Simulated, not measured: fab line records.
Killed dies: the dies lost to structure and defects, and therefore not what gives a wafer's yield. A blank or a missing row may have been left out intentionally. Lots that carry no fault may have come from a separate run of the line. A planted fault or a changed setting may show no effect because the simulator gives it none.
Which of the tools did it? | flow nand-harc | 11 lots with 33 wafers sampled at 3 steps, on a route of 1159 steps

## WHAT EACH GAUGE READ, for each wafer
NHARC_A_M1_CD_MEAS_09: the cd target is 120 nm.
lot  | measured     | on        | cd-nm (nm)
L280 | day 17 22:53 | cd-sem-01 | 119.9 120.1 119.6
L281 | day 18 06:04 | cd-sem-01 | 120.4 121.2 119.9
L282 | day 18 10:26 | cd-sem-01 | 120.2 120.5 120.0
L285 | day 18 10:38 | cd-sem-02 | 121.2 119.9 120.1
L291 | day 20 12:20 | cd-sem-03 | 135.9 135.9 135.0
L289 | day 20 12:50 | cd-sem-03 | 135.7 135.6 135.2
L296 | day 21 22:28 | cd-sem-02 | 119.9 119.6 120.6
L300 | day 22 20:55 | cd-sem-01 | 119.3 120.1 119.5
L301 | day 23 07:14 | cd-sem-03 | 119.3 119.5 120.4
L302 | day 23 11:43 | cd-sem-01 | 121.0 119.2 120.0
L303 | day 23 19:22 | cd-sem-02 | 120.5 120.1 120.1

## WHAT TOOL EACH LOT RAN ON (gives the tool, then ch and the chambers of the sampled wafers, and finally the start)
lot  | NHARC_A_BLC_PVD_32                      | NHARC_A_M1_PEB_07
L280 | pvd-sputter-01, day 17 18:58 or earlier | litho-track-06 ch 0, day 17 22:49
L281 | pvd-sputter-02, day 18 02:11 or earlier | litho-track-04 ch 0, day 18 05:59
L282 | pvd-sputter-01, day 18 06:32 or earlier | litho-track-06 ch 0, day 18 10:22
L285 | pvd-sputter-02, day 18 06:43 or earlier | litho-track-04 ch 0, day 18 10:34
L291 | pvd-sputter-02, day 20 07:55 or earlier | litho-track-04 ch 0, day 20 12:16
L289 | pvd-sputter-02, day 20 08:36 or earlier | litho-track-04 ch 0, day 20 12:46
L296 | pvd-sputter-02, day 21 18:30 or earlier | litho-track-06 ch 0, day 21 22:22
L300 | pvd-sputter-02, day 22 17:00 or earlier | litho-track-06 ch 0, day 22 20:49
L301 | pvd-sputter-01, day 23 03:16 or earlier | litho-track-01 ch 0, day 23 07:10
L302 | pvd-sputter-01, day 23 07:36 or earlier | litho-track-04 ch 0, day 23 11:38
L303 | pvd-sputter-03, day 23 15:26 or earlier | litho-track-04 ch 0, day 23 19:17
- NHARC_A_BLC_PVD_32: deposits Ti, target thk 5 nm, time 17.7 s.
- NHARC_A_M1_PEB_07: peb time 65 s.

## THE ANSWER, worked out from the rows above alone
Rule: usual is defined by the lots themselves. The widest of any qualifying gaps counts: lots, ordered by their means at a reading, are off when they make up no more than a third of the lots, leave a main group of 4 or more, and stand apart from it by 3 or more times the standard deviation of that group's means. A main group whose means are all the same, to the digits that the tables above print for the reading, isn't used. A lot without any number at a reading at which 4 lots or more have one is off too. All remaining lots with rows at the step are treated as sound.
Off at NHARC_A_M1_CD_MEAS_09 (cd-nm): L291, L289. The main group has a mean of 120.1 nm with a standard deviation of 0.28.
A tool fits if, at a process step before that reading, it ran every lot that is off, and no sound lot after the first of them. The gauges at NHARC_A_M1_CD_MEAS_09 are tried like those tools. With no start given for some of its lots, NHARC_A_BLC_PVD_32 uses the hours and lot order of NHARC_A_M0_INSPECT_11. None of those tried fits.

## WHAT WAS PUT IN BY THE SIMULATOR
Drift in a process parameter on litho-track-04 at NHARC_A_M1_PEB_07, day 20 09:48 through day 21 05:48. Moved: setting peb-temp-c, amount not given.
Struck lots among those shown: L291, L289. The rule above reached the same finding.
